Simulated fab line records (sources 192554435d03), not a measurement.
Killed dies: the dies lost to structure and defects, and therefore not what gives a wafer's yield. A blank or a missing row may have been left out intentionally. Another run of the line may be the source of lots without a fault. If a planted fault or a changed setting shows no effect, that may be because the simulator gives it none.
A lot that was struck, set against a sound lot    flow n5 finfet    14 steps out of a route of 1938
Sound: the wafers L826.1, L826.3, L826.6. Wafers struck: L834.2, L834.3, L834.4. At the end, the cause is stated.
For every step that has rows: the tool of each side, followed by ch and its chambers, followed by its first start. Under that, the readings that differ: sound wafers    struck wafers    difference of the means    sigmas: that difference in standard deviations of wafers without a fault.
alike: same words and numbers on both sides, and readings whose means sit less than 2 such deviations apart. not compared: any withheld reading, any reading some wafer has no value for, any bound like >300 that may hide the same value, and any number with overlapping values for which the record gives no deviation.
A row with sigmas, a row that says differs or no value, or rows on one side alone: a step with any of these is where the two part. Non-overlapping numbers with no deviation appear without sigmas and do not part them. A reading that every wafer of one side lacks parts them only if that side has two wafers or more.

N5_BEOL_M4_RC_MEAS_101:
  sound on prober-02 ch 0, day 8 12:29; struck on prober-02 ch 0, day 10 08:39
  alike: DIBL_N, DIBL_P, IOFF_N, IOFF_P, ION_N, ION_P, SS_N, SS_P, VT_N, VT_P
N5_BEOL_M5_ILD_DEP_00: deposits SiCOH lowk from DEMS/porogen, target thk 140.64 nm, time 25.9 s.
  sound on pecvd-01 ch 0,1,2, day 8 13:27; struck on pecvd-04 ch 0,2, day 10 09:28
  alike: heater power w, rf fwd power W, showerhead plenum p Torr, throttle valve pct
N5_BEOL_M5_CURE_79: cures SiCOH lowk, time 240 s.
  sound on uv cure-02 ch 2, day 8 13:35; struck on uv cure-03 ch 1, day 10 09:37
  alike: lamp power pct, wafer_temp_C_max
N5_BEOL_M5_THK_MEAS_01:
  sound on film metro-02, day 8 14:06; struck on film metro-02, day 10 10:02
  alike: M5_ILD_THK
N5_BEOL_M5_PECVD_70: deposits SiO2 from TEOS/O2, target thk 16 nm, time 18 s.
  sound on pecvd-01 ch 0,1,2, day 8 14:08; struck on pecvd-02 ch 0,1, day 10 10:05
  alike: heater power w, rf fwd power W, showerhead plenum p Torr, throttle valve pct
N5_BEOL_M5_HM_DEP_02: deposits TiN, target thk 20 nm.
  sound on pvd sputter-02, day 8 14:13; struck on pvd sputter-02, day 10 10:09
  alike: chamber pressure pa, throttle valve pct
then, 6 steps without rows for these wafers: N5_BEOL_M5_COAT_59 (time 60 s, resist thk 60 nm); N5_BEOL_M5_COAT_60 (time 60 s, resist thk 12 nm); N5_BEOL_M5_COAT_71 (time 60 s, resist thk 5 nm); N5_BEOL_M5_COAT_05 (resist thk 30 nm); N5_BEOL_M5_EBR_07; N5_BEOL_M5_SOFTBAKE_06 (time 60 s).
N5_BEOL_M5_EXPOSE_08: exposes mask M5, target cd 28 nm.
  sound on euv scanner-02 ch 0, day 8 14:37; struck on euv scanner-02, day 10 10:25
  no value came back on the struck wafers for exposure dose mJ cm2, focus offset nm (nm); on the sound wafers exposure dose mJ cm2 reads 35.68 35.72 35.70
  alike: mask
then, 1 step without rows for these wafers: N5_BEOL_M5_PEB_09 (peb time 60 s).

== WHERE THEY PART ==
At N5_BEOL_M5_EXPOSE_08 and nowhere else, as far as this record goes.

WHY: what the simulator had put in
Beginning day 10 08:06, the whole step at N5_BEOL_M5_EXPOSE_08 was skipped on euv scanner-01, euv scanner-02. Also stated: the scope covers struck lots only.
